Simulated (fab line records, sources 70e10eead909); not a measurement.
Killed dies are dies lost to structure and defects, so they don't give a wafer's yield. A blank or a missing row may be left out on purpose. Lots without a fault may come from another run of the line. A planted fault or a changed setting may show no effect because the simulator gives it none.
fab line records | flow nand_harc
record lots=24 wafers=72 last_day=24
route steps=1159 shown A_CONTACT@950 A_BLC@985 A_M0@1013 A_M1@1043
lots that met no fault: from a run of the same line without faults
start_h: hours from the record's first day to the start of the lot's first wafer shown | wait_h: hours since the lot's step before | " the same as in the row above | L1.1+2: a row that stands for several wafers | - no value, or no start given | * or withheld: withheld | < > ~ a bound
route shown NAME@n: a module of which the file shows steps, and the number in the route of the first | usual: mean/standard deviation of fault-free wafers | same: alike in all rows | chamber/n: place in a boat | sites: the reading at each site | _std_site: their standard deviation | _edge_site: outer sites' mean less inner sites' | radius_mm: how far each site lies from the wafer's centre | mask NAME#n: copy n | behind: the tool/chamber that last shaped the wafer | hold: why the lot was held/for how many hours/how that ended | device: the transistor (n, p or np) that didn't switch | end of line: the same wafers' tests at the end of the route | a step without rows: its recipe alone | killed: dies lost to structure and defects at the first sort, not the wafer's yield | map: a wafer's dies, x killed, . not, _ none there
set.NAME: the setting as run; set.NAME@STEP: as run at that earlier step | model.NAME: the simulator's own value behind a step, which no gauge read
steps of the route over a sample of lots; a table a step, a row a wafer
services: from which hour (start_h, from the record's first day; less than 0 if before it) a tool's chamber was out of use, for how many hours, and why
## steps
# step NHARC_A_CONTACT_ETCH_98
# recipe target_depth_a=200 over_etch_frac=0.5 time_s=10 ion_energy_ev=250 c4f6_flow_sccm=25 o2_flow_sccm=20 ar_flow_sccm=500 rf_w=600 bias_w=500 chemistry=C4F6/O2
# usual drypump_motor_current_A=5.8/0.55 oes_product_au=0.962/0.022 rf_vpp_V=546/3.2 showerhead_plenum_p_Torr=3.89/0.15 throttle_valve_pct=26.903/0.0096
# columns lot.wafer tool chamber start_h wait_h drypump_motor_current_A oes_product_au rf_hours_counter_h rf_vpp_V showerhead_plenum_p_Torr throttle_valve_pct
L074.3 rie_diel-04 2 399.28 0.1 5.3 0.944 20 551 4.09 26.906
L074.2 " 0 " " 6.4 0.947 15 547 3.95 26.906
L074.5 " 1 " " 5.3 0.960 - 542 3.75 26.899
L075.2 rie_diel-04 0 - - 6.4 0.952 16 547 3.95 26.907
L075.5 " 1 " " 5.3 0.938 - 544 3.75 26.904
L075.6 " 2 " " 5.2 0.934 - 550 4.09 26.895
L077.2 rie_diel-05 3 - - 6.6 0.956 24 545 3.88 26.902
L077.4 " 1 " " 5.9 0.945 20 546 3.90 26.910
L077.3 " 2 " " 6.2 0.946 18 550 4.09 26.905
L076.2 rie_diel-05 3 - - 6.7 0.957 24 545 3.88 26.898
L076.1 " 2 " " 6.2 0.964 18 549 4.09 26.917
L076.6 " 3 " " 6.6 0.958 - 545 3.88 26.916
L078.3 rie_diel-04 1 415.29 0.1 5.3 0.953 20 543 3.74 26.896
L078.2 " 3 " " 4.9 0.951 21 543 3.69 26.903
L078.1 " 0 " " 6.4 0.940 17 548 3.95 26.877
L081.2 rie_diel-04 2 - - 5.2 0.962 24 551 4.08 26.891
L081.3 " 1 " " 5.3 0.959 22 542 3.74 26.901
L081.5 " 3 " " 4.9 0.949 - 542 3.69 26.906
L080.1 rie_diel-02 3 - - 6.4 0.950 40 541 3.66 26.903
L080.2 " 2 " " 5.3 0.937 39 545 3.84 26.911
L080.6 " 3 " " 6.4 0.943 - 541 3.66 26.916
L079.3 rie_diel-05 3 - - 6.7 1.007 37 545 3.88 26.914
L079.4 " 1 " " 5.9 1.011 30 547 3.89 26.889
L079.2 " 2 " " 6.2 1.003 30 551 4.08 26.924
L083.3 rie_diel-05 1 - - 5.9 0.956 33 547 3.89 26.882
L083.2 " 2 " " 6.2 0.953 33 551 4.08 26.918
L083.4 " 3 " " 6.7 0.949 39 546 3.88 26.902
L082.3 rie_diel-02 2 - - 5.3 0.952 46 545 3.83 26.897
L082.2 " 0 " " 5.7 0.958 43 541 3.67 26.906
L082.5 " 1 " " 6.3 0.961 - 542 3.66 26.901
L084.2 rie_diel-04 3 - - 4.9 1.001 28 542 3.69 26.903
L084.1 " 1 " " 5.3 1.011 27 544 3.74 26.910
L084.6 " 3 " " 4.9 1.010 - 543 3.69 26.897
L085.3 rie_diel-02 2 - - 5.3 0.930 51 544 3.83 26.919
L085.2 " 3 " " 6.4 0.942 52 542 3.66 26.905
L085.5 " 0 " " 5.7 0.970 - 543 3.67 26.907
L088.4 rie_diel-04 1 - - 5.3 0.938 28 544 3.74 26.894
L088.6 " 3 " " 4.9 0.953 - 542 3.69 26.909
L088.5 " 0 " " 6.4 0.947 - 548 3.94 26.901
L087.2 rie_diel-05 0 - - 5.8 0.991 48 548 3.94 26.907
L087.3 " 2 " " 6.2 0.999 42 550 4.07 26.908
L087.5 " 1 " " 5.9 1.001 - 546 3.88 26.919
L086.3 rie_diel-05 3 - - 6.7 0.963 49 546 3.87 26.919
L086.5 " 0 " " 5.8 0.948 - 548 3.94 26.909
L086.6 " 1 " " 5.9 0.976 - 547 3.88 26.897
L090.1 rie_diel-05 2 - - 6.2 0.991 49 549 4.07 26.892
L090.6 " 3 " " 6.7 1.001 - 546 3.87 26.891
L090.5 " 0 " " 5.8 0.999 - 547 3.94 26.894
L089.3 rie_diel-04 2 - - 5.2 0.949 3 549 4.08 26.897
L089.2 " 3 " " 4.9 0.958 3 543 3.69 26.912
L089.1 " 0 " " 6.4 0.936 3 546 3.94 26.909
L091.2 rie_diel-05 0 - - 5.8 0.998 57 546 3.94 26.911
L091.6 " 2 " " 6.2 0.989 - 549 4.07 26.895
L091.5 " 3 " " 6.7 0.992 - 546 3.86 26.903
L094.2 rie_diel-05 2 - - 6.2 0.945 53 549 4.07 26.911
L094.3 " 3 " " 6.7 0.964 59 546 3.86 26.901
L094.6 " 3 " " 6.7 0.962 - 544 3.86 26.894
L092.1 rie_diel-05 3 - - 6.6 0.964 59 546 3.86 26.908
L092.4 " 0 " " 5.8 0.962 58 546 3.94 26.899
L092.2 " 1 " " 6.0 0.961 54 546 3.88 26.907
L093.3 rie_diel-04 3 - - 4.9 0.978 10 543 3.68 26.911
L093.6 " 3 " " 4.9 0.969 - 544 3.68 26.893
L093.5 " 0 " " 6.4 0.966 - 547 3.94 26.903
L096.2 rie_diel-04 1 - - 5.2 0.952 11 542 3.73 26.899
L096.3 " 3 " " 4.9 0.950 10 541 3.68 26.904
L096.6 " 1 " " 5.3 0.946 - 543 3.73 26.903
L097.4 rie_diel-04 3 - - 4.9 0.949 10 543 3.68 26.902
L097.1 " 0 " " 6.4 0.936 11 547 3.94 26.912
L097.2 " 1 " " 5.3 0.950 11 543 3.73 26.910
L095.2 rie_diel-02 1 - - 6.3 0.949 4 553 4.22 26.921
L095.1 " 2 " " 5.3 0.951 4 544 3.82 26.893
L095.5 " 0 " " 5.7 0.938 - 551 4.22 26.921
# step NHARC_A_CONTACT_CD_MEAS_15
# usual cd_nm=89.9/0.53
# columns lot.wafer tool chamber start_h wait_h cd_nm
L074.2 cd_sem-01 - 399.36 - 90.1
L074.3 " - " " 89.6
L074.5 " - " " 90.1
L075.2 cd_sem-02 - 400.91 - 90.3
L075.5 " - " " 89.8
L075.6 " - " " 90.4
L077.2 cd_sem-01 - 403.82 - 89.7
L077.3 " - " " 90.3
L077.4 " - " " 90.0
L076.1 cd_sem-01 - 404.07 - 91.3
L076.2 " - " " 90.9
L076.6 " - " " 90.5
L078.1 cd_sem-03 - 415.39 - 89.9
L078.2 " - " " 90.3
L078.3 " - " " 89.8
L081.2 cd_sem-03 - 427.86 - 90.3
L081.3 " - " " 89.5
L081.5 " - " " 90.2
L080.1 cd_sem-03 - 429.36 - 90.3
L080.2 " - " " 89.7
L080.6 " - " " 89.6
L079.2 cd_sem-01 - 435.03 - 90.4
L079.3 " - " " 90.1
L079.4 " - " " 90.3
L083.2 cd_sem-02 - 440.56 - 89.9
L083.3 " - " " 89.7
L083.4 " - " " 89.7
L082.2 cd_sem-02 - 441.73 - 90.4
L082.3 " - " " 90.3
L082.5 " - " " 90.9
L084.1 cd_sem-02 - 452.58 - 90.2
L084.2 " - " " 90.1
L084.6 " - " " 90.8
L085.2 cd_sem-02 - 456.38 - 91.4
L085.3 " - " " 90.4
L085.5 " - " " 90.7
L088.4 cd_sem-02 - 457.96 - 89.6
L088.5 " - " " 89.5
L088.6 " - " " 90.1
L087.2 cd_sem-03 - 467.21 - 89.7
L087.3 " - " " 90.3
L087.5 " - " " 89.7
L086.3 cd_sem-01 - 467.95 - 88.9
L086.5 " - " " 89.5
L086.6 " - " " 88.4
L090.1 cd_sem-03 - 490.33 - 90.2
L090.5 " - " " 89.7
L090.6 " - " " 90.5
L089.1 cd_sem-03 - 490.59 - 90.0
L089.2 " - " " 90.3
L089.3 " - " " 89.9
L091.2 cd_sem-01 - 501.41 - 89.7
L091.5 " - " " 89.9
L091.6 " - " " 89.9
L094.2 cd_sem-02 - 507.91 - 89.6
L094.3 " - " " 89.8
L094.6 " - " " 89.6
L092.1 cd_sem-03 - 509.59 - 89.8
L092.2 " - " " 89.4
L092.4 " - " " 89.2
L093.3 cd_sem-01 - 513.85 - 89.5
L093.5 " - " " 89.2
L093.6 " - " " 90.1
L096.2 cd_sem-02 - 517.83 - 89.4
L096.3 " - " " 89.2
L096.6 " - " " 89.3
L097.1 cd_sem-01 - 518.77 - 89.6
L097.2 " - " " 88.9
L097.4 " - " " 89.6
L095.1 cd_sem-01 - 523.16 - 89.5
L095.2 " - " " 89.2
L095.5 " - " " 88.9
# step NHARC_A_CONTACT_CMP_20
# recipe t_overpolish_s=30 target_thk_nm=300
# usual motor_current_A=12.0/0.68 overpolish_run_s=30.001/0.0094 pad_life_wafers=251/160 time_to_endpoint_s=58.4/2.6
# columns lot.wafer tool chamber start_h wait_h motor_current_A overpolish_run_s pad_life_wafers time_to_endpoint_s
L074.3 cmp-04 3 404.54 0.4 12.3 29.996 0 60.9
L074.2 " 2 " " 11.5 30.004 3 62.1
L074.5 " 0 " " 12.1 30.000 - 62.7
L075.2 cmp-03 3 405.82 0.8 12.5 30.001 198 52.1
L075.5 " 3 " " 12.2 29.993 - 53.6
L075.6 " 0 " " 12.3 30.004 - 52.8
L077.2 cmp-01 2 408.37 0.8 12.5 30.000 163 59.8
L077.4 " 3 " " 11.7 30.001 164 56.6
L077.3 " 0 " " 11.7 29.996 165 59.3
L076.1 cmp-03 2 409.11 0.7 10.8 29.995 229 55.9
L076.2 " 0 " " 13.2 30.000 231 56.2
L076.6 " 2 " " 11.7 30.005 - 56.7
L078.2 cmp-04 2 420.01 0.8 11.3 29.992 114 57.6
L078.3 " 3 " " 11.9 30.006 115 58.6
L078.1 " 1 " " 13.1 30.002 117 55.6
L081.3 cmp-01 0 429.94 0.6 11.6 30.020 343 59.5
L081.2 " 1 " " 11.2 30.012 344 56.1
L081.5 " 0 " " 11.5 29.995 - 55.7
L080.2 cmp-01 0 431.41 0.8 11.7 29.989 349 62.3
L080.1 " 2 " " 12.1 30.001 351 61.0
L080.6 " 0 " " 11.6 30.004 - 61.5
L079.4 cmp-04 1 439.18 0.4 13.1 29.992 240 57.3
L079.2 " 2 " " 10.9 29.996 241 60.5
L079.3 " 0 " " 12.5 30.005 243 57.5
L083.4 cmp-03 2 447.84 0.5 10.7 30.006 468 54.9
L083.2 " 3 " " 12.5 29.984 469 53.5
L083.3 " 1 " " 11.4 30.012 471 56.9
L082.2 cmp-04 3 448.66 0.7 11.6 29.992 314 56.0
L082.3 " 0 " " 12.0 30.010 315 59.9
L082.5 " 2 " " 10.8 30.007 - 56.0
L084.1 cmp-01 1 454.84 0.7 11.6 30.000 487 57.3
L084.2 " 2 " " 12.6 30.005 488 59.5
L084.6 " 1 " " 12.4 30.020 - 57.1
L085.3 cmp-01 3 458.47 0.4 11.8 30.015 517 56.1
L085.2 " 0 " " 11.2 29.998 518 59.5
L085.5 " 3 " " 11.9 29.993 - 58.8
L088.4 cmp-03 3 463.57 0.6 12.3 30.008 45 55.8
L088.6 " 0 " " 13.3 30.001 - 58.6
L088.5 " 1 " " 11.8 30.012 - 62.8
L087.2 cmp-04 0 476.68 0.8 12.1 30.015 486 58.5
L087.3 " 3 " " 12.0 29.982 489 57.5
L087.5 " 1 " " 13.3 29.991 - 55.0
L086.3 cmp-04 2 477.46 0.5 10.9 30.004 492 60.4
L086.5 " 2 " " 10.8 29.996 - 61.9
L086.6 " 3 " " 11.7 29.995 - 59.8
L090.1 cmp-03 0 497.62 0.8 13.2 29.987 213 61.5
L090.6 " 1 " " 11.2 30.019 - 59.5
L090.5 " 2 " " 11.2 30.015 - 60.6
L089.1 cmp-01 2 498.29 0.6 12.0 29.994 102 57.2
L089.2 " 3 " " 12.3 30.007 103 59.0
L089.3 " 0 " " 11.3 30.007 104 61.5
L091.2 cmp-01 3 504.51 0.8 11.7 29.993 146 60.4
L091.6 " 1 " " 11.6 29.981 - 59.2
L091.5 " 2 " " 12.8 29.994 - 62.0
L094.3 cmp-03 0 513.21 0.4 13.0 29.999 282 57.9
L094.2 " 1 " " 11.5 30.010 283 55.4
L094.6 " 1 " " 11.3 30.017 - 59.4
L092.4 cmp-04 3 514.46 0.4 13.2 30.008 36 56.1
L092.2 " 0 " " 13.0 29.999 37 60.9
L092.1 " 1 " " 13.4 30.003 38 59.4
L093.3 cmp-01 1 519.10 0.6 12.7 30.001 194 59.5
L093.5 " 3 " " 12.0 29.990 - 59.2
L093.6 " 0 " " 11.7 30.008 - 58.8
L096.3 cmp-04 2 527.99 0.4 11.1 30.010 109 59.8
L096.2 " 3 " " 12.3 29.988 110 56.5
L096.6 " 2 " " 11.0 30.009 - 58.8
L097.2 cmp-03 1 528.03 0.7 11.4 30.007 367 59.9
L097.1 " 2 " " 12.1 30.014 368 57.2
L097.4 " 3 " " 12.7 29.999 369 56.2
L095.2 cmp-04 0 529.19 0.6 12.4 29.992 114 60.8
L095.1 " 2 " " 11.6 30.016 116 55.5
L095.5 " 1 " " 13.3 30.001 - 57.4
# step NHARC_A_BLC_DEGAS_30
# recipe temp_c=300 time_s=60
# usual heater_power_w=476/50
# columns lot.wafer tool chamber start_h wait_h heater_power_w
L074.2 pvd_sputter-03 - 407.22 - 427
L074.3 " - " " 524
L074.5 " - " " 414
L075.2 pvd_sputter-02 - 408.50 - 465
L075.6 " - " " 477
L075.5 " - " " 424
L077.3 pvd_sputter-03 - 411.03 - 458
L077.4 " - " " 446
L077.2 " - " " 424
L076.1 pvd_sputter-01 - 411.76 - 511
L076.2 " - " " 493
L076.6 " - " " 533
L078.3 pvd_sputter-03 - 423.10 - 452
L078.2 " - " " 525
L078.1 " - " " 450
L081.3 pvd_sputter-03 - 432.60 - 473
L081.2 " - " " 524
L081.5 " - " " 431
L080.2 pvd_sputter-03 - 433.93 - 442
L080.1 " - " " 443
L080.6 " - " " 453
L079.4 pvd_sputter-03 - 441.72 - 429
L079.3 " - " " 515
L079.2 " - " " 460
L083.2 pvd_sputter-03 - 451.20 - 432
L083.3 " - " " 458
L083.4 " - " " 452
L082.2 pvd_sputter-02 - 451.25 - 434
L082.3 " - " " 580
L082.5 " - " " 462
L084.2 pvd_sputter-02 - 457.39 - 577
L084.1 " - " " 435
L084.6 " - " " 586
L085.2 pvd_sputter-01 - 461.13 - 512
L085.3 " - " " 482
L085.5 " - " " 514
L088.4 pvd_sputter-02 - 466.17 - 433
L088.6 " - " " 414
L088.5 " - " " 474
L087.3 pvd_sputter-03 - 479.35 - 528
L087.2 " - " " 464
L087.5 " - " " 527
L086.3 pvd_sputter-03 - 480.16 - 535
L086.5 " - " " 418
L086.6 " - " " 453
L090.1 pvd_sputter-03 - 500.15 - 429
L090.5 " - " " 450
L090.6 " - " " 517
L089.2 pvd_sputter-01 - 500.96 - 559
L089.1 " - " " 502
L089.3 " - " " 513
L091.2 pvd_sputter-03 - 507.01 - 452
L091.5 " - " " 437
L091.6 " - " " 424
L094.2 pvd_sputter-01 - 515.87 - 518
L094.3 " - " " 551
L094.6 " - " " 562
L092.4 pvd_sputter-02 - 517.12 - 422
L092.2 " - " " 467
L092.1 " - " " 426
L093.3 pvd_sputter-01 - 521.78 - 545
L093.5 " - " " 549
L093.6 " - " " 500
L096.2 pvd_sputter-02 - 530.63 - 435
L096.3 " - " " 424
L096.6 " - " " 463
L097.4 pvd_sputter-03 - 530.80 - 417
L097.1 " - " " 455
L097.2 " - " " 537
L095.2 pvd_sputter-02 - 531.79 - 432
L095.1 " - " " 580
L095.5 " - " " 587
# step NHARC_A_M0_DEGAS_28
# recipe temp_c=250 time_s=60
# usual heater_power_w=349/35
# columns lot.wafer tool chamber start_h wait_h heater_power_w
L074.2 pvd_sputter-02 - 411.91 - 338
L074.3 " - " " 311
L074.5 " - " " 421
L075.2 pvd_sputter-03 - 412.36 - 301
L075.5 " - " " 326
L075.6 " - " " 384
L077.3 pvd_sputter-01 - 414.28 - 358
L077.4 " - " " 355
L077.2 " - " " 368
L076.1 pvd_sputter-01 - 417.11 - 395
L076.2 " - " " 349
L076.6 " - " " 369
L078.1 pvd_sputter-01 - 427.28 - 359
L078.2 " - " " 390
L078.3 " - " " 351
L081.2 pvd_sputter-02 - 438.01 - 299
L081.3 " - " " 423
L081.5 " - " " 333
L080.1 pvd_sputter-01 - 438.51 - 406
L080.2 " - " " 364
L080.6 " - " " 399
L079.3 pvd_sputter-02 - 450.04 - 303
L079.4 " - " " 415
L079.2 " - " " 297
L083.3 pvd_sputter-03 - 454.55 - 299
L083.2 " - " " 378
L083.4 " - " " 321
L082.3 pvd_sputter-03 - 454.85 - 372
L082.2 " - " " 325
L082.5 " - " " 302
L084.2 pvd_sputter-01 - 460.79 - 361
L084.1 " - " " 392
L084.6 " - " " 363
L085.3 pvd_sputter-01 - 465.66 - 357
L085.2 " - " " 370
L085.5 " - " " 395
L088.4 pvd_sputter-03 - 469.60 - 380
L088.6 " - " " 303
L088.5 " - " " 325
L087.3 pvd_sputter-03 - 489.33 - 302
L087.2 " - " " 381
L087.5 " - " " 304
L086.3 pvd_sputter-01 - 489.90 - 365
L086.5 " - " " 360
L086.6 " - " " 371
L090.1 pvd_sputter-01 - 505.49 - 370
L090.5 " - " " 367
L090.6 " - " " 366
L089.1 pvd_sputter-03 - 506.06 - 382
L089.2 " - " " 316
L089.3 " - " " 306
L091.2 pvd_sputter-02 - 510.25 - 306
L091.5 " - " " 411
L091.6 " - " " 300
L094.2 pvd_sputter-01 - 525.01 - 399
L094.3 " - " " 352
L094.6 " - " " 369
L092.2 pvd_sputter-01 - 525.55 - 393
L092.1 " - " " 354
L092.4 " - " " 380
L093.3 pvd_sputter-03 - 530.88 - 310
L093.6 " - " " 295
L093.5 " - " " 317
L096.3 pvd_sputter-03 - 535.74 - 380
L096.2 " - " " 305
L096.6 " - " " 317
L097.4 pvd_sputter-02 - 536.49 - 421
L097.1 " - " " 336
L097.2 " - " " 311
L095.1 pvd_sputter-03 - 536.75 - 303
L095.2 " - " " 376
L095.5 " - " " 296
# step NHARC_A_M1_STRIP_18
# recipe power_w=1000 n2_flow_sccm=150 h2_flow_sccm=150 ar_flow_sccm=0 bias_w=0 chemistry=N2/H2
# usual drypump_motor_current_A=5.8/0.4 oes_product_au=0.997/0.0072 rf_vpp_V=90.7/0.91 showerhead_plenum_p_Torr=2.03/0.069 throttle_valve_pct=14.171/0.0093
# columns lot.wafer tool chamber start_h wait_h drypump_motor_current_A oes_product_au rf_hours_counter_h rf_vpp_V showerhead_plenum_p_Torr throttle_valve_pct
L074.2 rie_diel-03 3 417.33 0.1 6.4 1.003 2.2 90.7 2.11 14.166
L074.3 " 1 " " 6.2 0.991 2.2 90.3 2.04 14.179
L074.5 " 2 " " 5.3 1.001 - 92.2 2.05 14.160
L075.2 rie_diel-10 2 418.20 0.1 5.4 1.000 1.1 89.8 1.97 14.185
L075.6 " 1 " " 5.6 1.004 - 90.6 1.99 14.173
L075.5 " 2 " " 5.4 1.002 - 89.0 1.97 14.166
L077.2 rie_diel-08 0 418.38 0.1 6.3 0.992 8.1 90.7 1.99 14.163
L077.3 " 2 " " 5.6 1.008 7.7 90.5 2.13 14.173
L077.4 " 3 " " 5.9 1.004 7.7 92.4 2.19 14.162
L076.2 rie_diel-10 2 420.83 0.1 5.4 0.994 1.2 91.9 1.97 14.155
L076.1 " 3 " " 6.0 0.984 1.4 91.1 1.93 14.175
L076.6 " 0 " " 5.5 0.998 - 90.8 2.04 14.166
L078.3 rie_diel-10 2 431.95 0.1 5.4 0.999 1.5 90.6 1.97 14.178
L078.1 " 0 " " 5.5 1.003 1.5 90.6 2.04 14.175
L078.2 " 1 " " 5.6 1.003 1.5 90.0 1.99 14.149
L081.2 rie_diel-08 2 441.88 0.1 5.6 1.000 9.9 90.9 2.12 14.178
L081.3 " 0 " " 6.3 0.987 9.8 91.1 1.99 14.171
L081.5 " 1 " " 6.7 1.001 - 91.4 2.13 14.160
L080.1 rie_diel-10 3 442.55 0.1 5.9 0.991 2.0 89.2 1.93 14.176
L080.2 " 2 " " 5.4 0.988 1.9 90.6 1.97 14.175
L080.6 " 3 " " 5.9 0.987 - 89.5 1.92 14.174
L079.3 rie_diel-03 1 453.44 0.1 6.2 0.982 4.8 91.6 2.04 14.165
L079.2 " 3 " " 6.4 1.000 4.8 89.9 2.11 14.161
L079.4 " 1 " " 6.2 0.986 - 90.6 2.04 14.185
L083.2 rie_diel-10 1 458.58 0.1 5.5 0.993 2.1 90.0 1.99 14.175
L083.3 " 2 " " 5.4 1.000 2.3 91.3 1.97 14.178
L083.4 " 0 " " 5.4 0.999 2.1 90.1 2.04 14.176
L082.3 rie_diel-03 2 459.23 0.1 5.3 0.991 3.8 89.3 2.05 14.176
L082.2 " 3 " " 6.4 0.995 5.9 90.0 2.11 14.179
L082.5 " 1 " " 6.2 0.997 - 90.7 2.04 14.170
L084.2 rie_diel-10 3 464.24 0.1 6.0 0.999 2.6 89.5 1.92 14.180
L084.1 " 0 " " 5.4 1.005 2.3 91.3 2.04 14.162
L084.6 " 2 " " 5.4 0.998 - 90.0 1.97 14.181
L085.3 rie_diel-03 2 469.05 0.1 5.2 1.010 4.1 92.1 2.05 14.156
L085.2 " 0 " " 6.2 0.978 0.1 90.7 2.11 14.162
L085.5 " 3 " " 6.3 0.993 - 90.7 2.11 14.185
L088.4 rie_diel-10 3 473.59 0.1 6.0 0.989 2.9 90.0 1.92 14.170
L088.5 " 0 " " 5.5 0.998 - 90.2 2.04 14.160
L088.6 " 1 " " 5.6 0.991 - 90.8 1.99 14.171
L087.3 rie_diel-10 3 492.75 0.1 5.9 0.992 3.3 90.9 1.92 14.175
L087.2 " 2 " " 5.4 0.997 3.3 89.9 1.97 14.178
L087.5 " 0 " " 5.4 1.004 - 90.4 2.04 14.172
L086.3 rie_diel-10 1 493.42 0.1 5.6 1.005 3.0 91.4 1.99 14.154
L086.6 " 0 " " 5.5 0.983 - 92.6 2.04 14.167
L086.5 " 1 " " 5.6 0.996 - 91.0 1.99 14.180
L090.1 rie_diel-03 3 509.10 0.1 6.3 0.997 9.7 92.4 2.11 14.154
L090.6 " 1 " " 6.2 0.994 - 92.0 2.04 14.171
L090.5 " 2 " " 5.3 1.007 - 90.3 2.05 14.164
L089.2 rie_diel-10 1 509.59 0.1 5.6 0.995 3.4 89.7 1.99 14.168
L089.1 " 3 " " 6.0 0.991 3.6 90.1 1.92 14.178
L089.3 " 0 " " 5.5 0.989 3.3 89.8 2.04 14.195
L091.2 rie_diel-10 0 513.76 0.1 5.4 0.990 3.5 89.6 2.04 14.184
L091.6 " 0 " " 5.5 0.994 - 89.6 2.04 14.155
L091.5 " 1 " " 5.6 0.987 - 90.5 1.99 14.161
L094.3 rie_diel-03 1 529.49 0.1 6.2 0.985 10.9 91.1 2.04 14.170
L094.2 " 2 " " 5.3 1.006 6.9 89.3 2.05 14.178
L094.6 " 1 " " 6.2 0.990 - 91.0 2.04 14.179
L092.2 rie_diel-03 0 530.19 0.1 6.2 1.003 4.6 91.7 2.10 14.156
L092.4 " 1 " " 6.2 0.989 10.9 90.8 2.04 14.157
L092.1 " 2 " " 5.2 1.005 7.0 91.3 2.05 14.166
L093.3 rie_diel-08 3 534.57 0.1 5.9 1.007 4.9 91.9 2.19 14.166
L093.5 " 0 " " 6.3 0.993 - 91.5 1.99 14.164
L093.6 " 1 " " 6.7 0.997 - 92.8 2.13 14.169
L096.2 rie_diel-08 3 540.08 0.1 6.0 1.007 5.1 91.8 2.19 14.183
L096.3 " 2 " " 5.6 1.001 4.8 90.8 2.12 14.173
L096.6 " 3 " " 6.0 1.000 - 92.2 2.19 14.165
L097.4 rie_diel-10 2 541.00 0.1 5.4 1.003 0.1 90.8 1.97 14.173
L097.2 " 3 " " 6.0 0.994 0.1 89.1 1.93 14.160
L097.1 " 0 " " 5.5 0.995 0.1 91.6 2.04 14.180
L095.2 rie_diel-08 3 541.09 0.1 5.9 0.989 5.2 92.6 2.19 14.171
L095.1 " 2 " " 5.6 1.002 4.9 91.5 2.12 14.166
L095.5 " 0 " " 6.3 0.981 - 91.1 1.99 14.151
## services
# columns tool chamber start_h hours kind
cmp-01 - 375.59 4.0 pm
rie_diel-04 3 391.44 8.3 repair
rie_diel-04 0 391.88 1.9 repair
pvd_sputter-02 - 392.24 10.0 pm
cmp-04 - 399.81 4.0 pm
rie_diel-04 2 411.88 3.5 repair
cmp-04 - 432.19 0.6 repair
rie_diel-04 1 435.79 1.6 repair
rie_diel-10 1 441.33 2.3 repair
pvd_sputter-03 - 444.97 5.4 repair
rie_diel-10 - 453.97 0.2 repair
pvd_sputter-03 - 458.00 10.0 pm
rie_diel-04 - 466.00 9.0 pm
pvd_sputter-01 - 472.80 9.2 repair
rie_diel-04 - 479.07 0.4 repair
cmp-04 - 497.81 4.0 pm
pvd_sputter-02 - 499.27 7.8 repair
cmp-04 - 502.99 2.9 repair
cmp-04 - 507.28 2.1 repair
pvd_sputter-03 - 515.57 6.9 repair
rie_diel-05 - 517.66 9.0 pm
pvd_sputter-02 - 519.67 3.2 repair
pvd_sputter-01 - 527.17 10.0 pm
rie_diel-10 - 530.50 9.0 pm
## key
fault none
